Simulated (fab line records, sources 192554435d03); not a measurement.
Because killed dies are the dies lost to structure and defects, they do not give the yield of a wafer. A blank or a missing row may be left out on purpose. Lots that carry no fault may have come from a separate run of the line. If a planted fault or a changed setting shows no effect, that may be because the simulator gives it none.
Struck lot and sound lot, side by side :: flow n5Finfet :: 16 out of 1938 route steps
Sound: the wafers L930.2, L930.5, L930.6. Struck: wafer L938.3 (left out: L938.1, L938.2 of the same lot, which were not struck); the cause appears at the end.
For every step that has rows: the tool of each side, followed by ch and its chambers, followed by its first start. Under that, the readings that differ: sound wafers :: struck wafers :: difference of the means :: sigmas: that difference in standard deviations of wafers without a fault.
alike: same words and numbers on both sides, and readings whose means sit less than 2 such deviations apart. not compared: any withheld reading, any reading some wafer has no value for, any bound like >300 that may hide the same value, and any number with overlapping values for which the record gives no deviation.
Wherever a step has rows on one side only, a row that says differs or no value, or a row with sigmas, the two part there. When numbers do not overlap yet have no deviation, they are printed without sigmas and do not part them. A reading that every wafer of one side lacks parts them only if that side has two wafers or more.

first, 4 steps without rows for these wafers: N5_BEOL_M1_SPUTTER_48 (material Cu, target thk 4.5 nm, time 8.29 s); N5_BEOL_M1_ANNEAL_49 (time 240 s); N5_BEOL_M1_SPUTTER_79 (material Cu, target thk 4.5 nm, time 8.29 s); N5_BEOL_M1_ANNEAL_80 (time 240 s).
N5_BEOL_M1_SPUTTER_81: material Cu, target thk 4.5 nm, time 8.29 s.
  sound: pvdSputter-01 at day 7 19:24; struck: pvdSputter-02 at day 9 17:31
  alike: chamberPressurePa, susceptorTempC, throttleValvePct
then, 2 steps without rows for these wafers: N5_BEOL_M1_ANNEAL_82 (time 240 s); N5_BEOL_M1_SPUTTER_86 (material Cu, target thk 4.5 nm, time 8.29 s).
N5_BEOL_M1_ANNEAL_87: time 240 s.
  sound: pvdSputter-01 at day 7 19:42; struck: pvdSputter-02 at day 9 17:49
  alike: heaterPowerW, susceptorTempC, susceptor_temp_C_max
N5_BEOL_M1_SPUTTER_88: material Cu, target thk 4.5 nm, time 8.29 s.
  sound: pvdSputter-01 at day 7 19:50; struck: pvdSputter-02 at day 9 17:57
  alike: chamberPressurePa, susceptorTempC, throttleValvePct
N5_BEOL_M1_ANNEAL_89: time 240 s.
  sound: pvdSputter-01 at day 7 19:55; struck: pvdSputter-02 at day 9 18:02
  alike: heaterPowerW, susceptorTempC, susceptor_temp_C_max
then, 1 step without rows for these wafers: N5_BEOL_M1_SPUTTER_90 (material Cu, target thk 4.5 nm, time 8.29 s).
N5_BEOL_M1_ANNEAL_91: time 240 s.
  sound: pvdSputter-01 at day 7 20:08; struck: pvdSputter-02 at day 9 18:15
  alike: heaterPowerW, susceptorTempC, susceptor_temp_C_max
N5_BEOL_M1_SPUTTER_92: material Cu, target thk 4.5 nm, time 8.29 s.
  sound: pvdSputter-01 at day 7 20:17; struck: pvdSputter-02 at day 9 18:23
reading: chamberPressurePa (Pa)
sound: 0.06991 0.07022 0.0703
struck: 0.084
difference: +0.014
sigmas: +92

reading: throttleValvePct (%)
sound: 29.9 31.2 30.4
struck: 27.0
difference: -3.5
sigmas: -4
  alike: susceptorTempC
then, 1 step without rows for these wafers: N5_BEOL_M1_ANNEAL_93 (time 240 s).
N5_BEOL_M4_RC_MEAS_101:
  sound on prober-01 ch 0, day 9 11:16; struck on prober-01 ch 0, day 11 04:43
  alike: DIBL_N, DIBL_P, IOFF_N, IOFF_P, ION_N, ION_P, SS_N, SS_P, VT_N, VT_P
then, 1 step without rows for these wafers: N5_PASSIVATION_PROBE_49.

## WHERE THEY PART
At N5_BEOL_M1_SPUTTER_92 and nowhere else, as far as this record goes. Later steps at which nothing parts them and some readings are alike: N5_BEOL_M4_RC_MEAS_101.

WHY: what had been put in by the simulator
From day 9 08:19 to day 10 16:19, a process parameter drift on pvdSputter-02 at N5_BEOL_M1_SPUTTER_92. Setting chamberPressurePa shifted by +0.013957 from 0.07. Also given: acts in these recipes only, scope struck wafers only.
